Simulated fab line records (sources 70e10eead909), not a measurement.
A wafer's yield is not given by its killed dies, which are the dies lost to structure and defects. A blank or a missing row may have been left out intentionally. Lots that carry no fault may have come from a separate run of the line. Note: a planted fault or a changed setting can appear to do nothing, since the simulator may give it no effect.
Problem report in the 8D (eight disciplines) form, filled by code + flow nand-harc + the parts of the form that need people (team, actions taken, sign-off) are left out

## 1. WHAT IS WRONG
Wafers without a fault read 28.2 s, standard deviation 2.3; time-to-endpoint-s at NHARC_P_M0_CMP_23 reads a mean of 52.8 s on 3 wafers belonging to 2 lots. That puts it +11 standard deviations away from the usual mean.
The step: polishes, t overpolish 20 s, target thk 117.54 nm.
Seen first at day 10 12:29 on cmp-02, wafer L568.1. Wafers with a number at this step in the record: 39, from 13 lots. By rule, "out" or "out of limits" means more than 4 standard deviations away from the usual mean. The rest of the wafers with a number are treated as sound.

## 2. WHAT IT IS, WHAT IT ISN'T
| question                    | is                     | is not                                                                                                                    |
|-----------------------------|------------------------|---------------------------------------------------------------------------------------------------------------------------|
| which readings at this step | time-to-endpoint-s     | slurry-flow-ml-min                                                                                                        |
| which lots                  | L568, L569             | L558, L561, L570, L573, L575, L576, L577, L578, L579, L580, L581                                                          |
| which wafers of those lots  | L568.1, L568.6, L569.1 | L568.2, L569.2, L569.3                                                                                                    |
| read on which tools         | cmp-02                 | cmp-01, cmp-03                                                                                                            |
| when                        | from day 10 12:29      | up to then (7 sound wafers); but 29 sound wafers of L569, L570, L573, L575, L576, L577, L578, L579, L580, L581 came after |

## 3. SUSPECTS, AND WHAT RULES EACH OUT
Counting: a tool at a process step up to the reading stays a suspect if it ran every lot that is out. Sound lots after the first of them don't rule it out here, since some wafers of a struck lot are sound.
- pvd-sputter-02 at NHARC_P_M0_PVD_20 (deposits TaN, target thk 5 nm, time 8.06 s): kept. It processed each lot that is out (first: L568, day 10 11:44); up to then, its last sound lot is L558 (day 6 04:02). NHARC_P_M0_PVD_20 gives no start for some lots, so the hours and the order of its lots are those of NHARC_P_M0_ECD_22.
- ecd-cu-02 at NHARC_P_M0_ECD_22 (material Cu, target thk 400 nm): kept. It processed each lot that is out (first: L568, day 10 11:44); up to then, its last sound lot is L558 (day 6 04:02).
- cmp-02 at NHARC_P_M0_CMP_23 (polishes, t overpolish 20 s, target thk 117.54 nm): kept. It ran every lot that is out, first L568 (day 10 12:29). Out on those wafers are its own readings of time-to-endpoint-s.
Left after counting: pvd-sputter-02 at NHARC_P_M0_PVD_20, ecd-cu-02 at NHARC_P_M0_ECD_22, cmp-02 at NHARC_P_M0_CMP_23.

## 4. THE CAUSE (what the simulator had put in)
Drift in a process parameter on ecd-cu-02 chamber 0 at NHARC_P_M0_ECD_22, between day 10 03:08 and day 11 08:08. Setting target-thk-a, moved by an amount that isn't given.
Counting leaves 3 suspects; this tool is one of them.

## 5. THE EFFECT CHAIN, in route order
Each row: a reading whose mean over the struck wafers that have a number lies more than 3 standard deviations from the usual. Only readings for which the record gives a usual standard deviation are gone through. hours: the time from each lot's start at the first step in this table that gives one to its start at this step, as a median over the lots. sigmas: the change in usual standard deviations.
| hours | step              | reading            | usual  | on struck wafers | change | sigmas |
|-------|-------------------|--------------------|--------|------------------|--------|--------|
| 0     | NHARC_P_M0_CMP_23 | time-to-endpoint-s | 28.2 s | 52.8             | +24.6  | +11    |
Its process steps:
- NHARC_P_M0_CMP_23: polishes, t overpolish 20 s, target thk 117.54 nm.
Later steps that measure or inspect, where all struck wafers having a row at the step show a number for every such reading and not one has moved that far: NHARC_P_M0_INSPECT_27, NHARC_END_SORT_01.

## 6. HOW IT WOULD HAVE BEEN CAUGHT EARLIER
9 hours passed between the start of the fault at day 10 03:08 and the first reading out of limits in this record, taken at day 10 12:29.
Among the 2 lots that are out, L569 began NHARC_P_M0_ECD_22 on ecd-cu-02 after day 10 12:29. Putting the tool on hold at that point would have spared it.
